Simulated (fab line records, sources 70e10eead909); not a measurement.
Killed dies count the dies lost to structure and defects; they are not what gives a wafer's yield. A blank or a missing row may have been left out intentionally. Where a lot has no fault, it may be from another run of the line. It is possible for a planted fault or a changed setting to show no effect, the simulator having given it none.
A lot that was struck, set against a sound lot | flow nand_harc | 27 steps out of a route of 1302
Sound: wafers L659.2, L659.3, L659.4. Struck: wafers L662.5, L662.6. (L662.2 of the same lot was not struck and is left out.) The cause comes at the end.
Per side, at each step with rows, come the tool, then ch with its chambers, and then its first start. Under that, the readings that differ: sound wafers | struck wafers | difference of the means | sigmas: that difference in standard deviations of wafers without a fault.
alike: readings whose means differ by less than 2 such deviations, and words and numbers that are the same on both sides. not compared: withheld readings, readings that some wafer has no value for, bounds like >300 that may hide the same value, and numbers for which the record gives no deviation and whose values overlap.
A row with sigmas, a row that says differs or no value, or rows on one side alone: a step with any of these is where the two part. Non-overlapping numbers with no deviation appear without sigmas and do not part them. A reading that every wafer of one side lacks parts them only if that side has two wafers or more.

NHARC_P_ZERO_WELL_INSPECT_43:
  struck on defect_inspect-02, day 7 03:37; sound on defect_inspect-02, day 5 22:08
  alike: raw_defect_count
then, 11 steps without rows for these wafers: NHARC_P_STI_ETCH_26 (etches SiO2 in dHF, target depth 11 nm); NHARC_P_STI_PRECLEAN_27 (cleans in SC1); NHARC_P_STI_SRD_28; NHARC_P_STI_OXIDE_29 (material SiO2, target thk 10 nm, ox time 1362 s); NHARC_P_STI_HM_DEP_30 (deposits Si3N4, target thk 80 nm, time 873 s); NHARC_P_STI_DEHYDRATE_01 (time 120 s); NHARC_P_STI_HMDS_02 (time 30 s); NHARC_P_STI_COAT_41 (time 65 s); NHARC_P_STI_COAT_03 (resist thk 600 nm); NHARC_P_STI_SOFTBAKE_04 (time 70 s); NHARC_P_STI_EBR_05.
NHARC_P_STI_EXPOSE_06: exposes mask P STI, target cd 200 nm.
  sound on krf_scanner-02 ch 0, day 6 14:19; struck on krf_scanner-02 ch 0, day 7 20:10
  alike: mask
then, 2 steps without rows for these wafers: NHARC_P_STI_PEB_07 (peb time 80 s); NHARC_P_STI_DEVELOP_08 (time 50 s).
NHARC_P_STI_CD_MEAS_09: target cd 200 nm.
  sound on cd_sem-02 ch 0, day 6 14:28; struck on cd_sem-01 ch 0, day 7 20:19
  reading    | sound             | struck      | difference | sigmas
  cd_nm (nm) | 197.5 196.8 198.9 | 160.4 162.1 | -36.5      | -16
NHARC_P_STI_OVL_MEAS_10:
  struck on overlay-01, day 7 20:25; sound on overlay-02, day 6 14:34
  alike: overlay_x_nm, overlay_y_nm
NHARC_P_STI_INSPECT_11:
  struck on defect_inspect-01, day 7 20:26; sound on defect_inspect-01, day 6 14:36
  alike: raw_defect_count
then, 1 step without rows for these wafers: NHARC_P_STI_HARDBAKE_13 (time 65 s).
NHARC_P_STI_DESCUM_14: chemistry O2, time 3 s.
  sound on rie_diel-08 ch 0,1,2, day 6 14:44; struck on rie_diel-08 ch 1,2, day 7 20:37
  reading                | sound           | struck    | difference                    | sigmas
  rf_hours_counter_h (h) | 5.7 6.0 5.5     | - -       | no value on the struck wafers |
  model.P_STI.cd_nm (nm) | 198 198.3 198.3 | 159.6 163 | -36.9                         |
  alike: drypump_motor_current_A, oes_product_au, rf_vpp_V, showerhead_plenum_p_Torr, throttle_valve_pct
NHARC_P_STI_ETCH_42: etches the open film in N2/H2, target depth 80 nm, overetch 24 nm, time 61 s.
  sound on rie_diel-08 ch 0,1,2, day 6 14:49; struck on rie_diel-08 ch 2,3, day 7 20:41
  reading                | sound       | struck | difference                    | sigmas
  rf_hours_counter_h (h) | 6.0 5.5 5.8 | - -    | no value on the struck wafers |
  alike: bias_w, drypump_motor_current_A, oes_product_au, rf_vpp_V, showerhead_plenum_p_Torr, throttle_valve_pct
NHARC_P_STI_ETCH_31: etches the open film in CF4/CHF3, target depth 108.9 nm, time 54.5 s.
  sound on rie_diel-08 ch 0,2,3; struck on rie_diel-08 ch 1,2
  reading                | sound       | struck | difference                    | sigmas
  rf_hours_counter_h (h) | 5.8 5.2 5.5 | - -    | no value on the struck wafers |
  alike: bias_w, drypump_motor_current_A, oes_product_au, rf_vpp_V, showerhead_plenum_p_Torr, throttle_valve_pct
NHARC_P_STI_ETCH_15: etches the open film in HBr/Cl2, target depth 300 nm, time 100.1 s.
  sound on rie_si-01 ch 0,1,2, day 6 15:01; struck on rie_si-02 ch 2,3, day 7 20:53
  reading                | sound             | struck      | difference                    | sigmas
  rf_hours_counter_h (h) | 0.6 0.8 0.7       | - -         | no value on the struck wafers |
  model.P_STI.cd_nm (nm) | 198.6 198.9 197.6 | 158.6 162.4 | -37.9                         |
  alike: bias_w, drypump_motor_current_A, he_backside_leak_sccm, oes_product_au, throttle_valve_pct
NHARC_P_STI_CD_MEAS_16:
  struck on cd_sem-02, day 7 21:01; sound on cd_sem-01, day 6 15:10
  reading    | sound             | struck      | difference | sigmas
  cd_nm (nm) | 198.7 198.9 197.5 | 158.5 162.3 | -38.0      | -15
NHARC_P_STI_OCD_MEAS_17:
  struck on ocd-02, day 7 21:07; sound on ocd-01, day 6 15:16
  reading                | sound             | struck      | difference | sigmas
  trench_foot_cd_nm (nm) | 154.9 154.5 155.6 | 119.3 119.9 | -35.4      | -15
then, 1 step without rows for these wafers: NHARC_P_STI_STRIP_19 (strips in SPM, time 900 s).
-- jump in the record: it breaks off in module P_STI and resumes in module END (first step shown: number 1302 of the route), and 22 days separate the struck wafers' starts before and after --
NHARC_END_SORT_01:
  the record has rows for the struck wafers here (prober-02 ch 0, day 29 14:05) and none for the sound ones

## WHERE THEY PART
First at NHARC_P_STI_CD_MEAS_09; last, within this record, at NHARC_END_SORT_01.

WHY: what had been put in by the simulator
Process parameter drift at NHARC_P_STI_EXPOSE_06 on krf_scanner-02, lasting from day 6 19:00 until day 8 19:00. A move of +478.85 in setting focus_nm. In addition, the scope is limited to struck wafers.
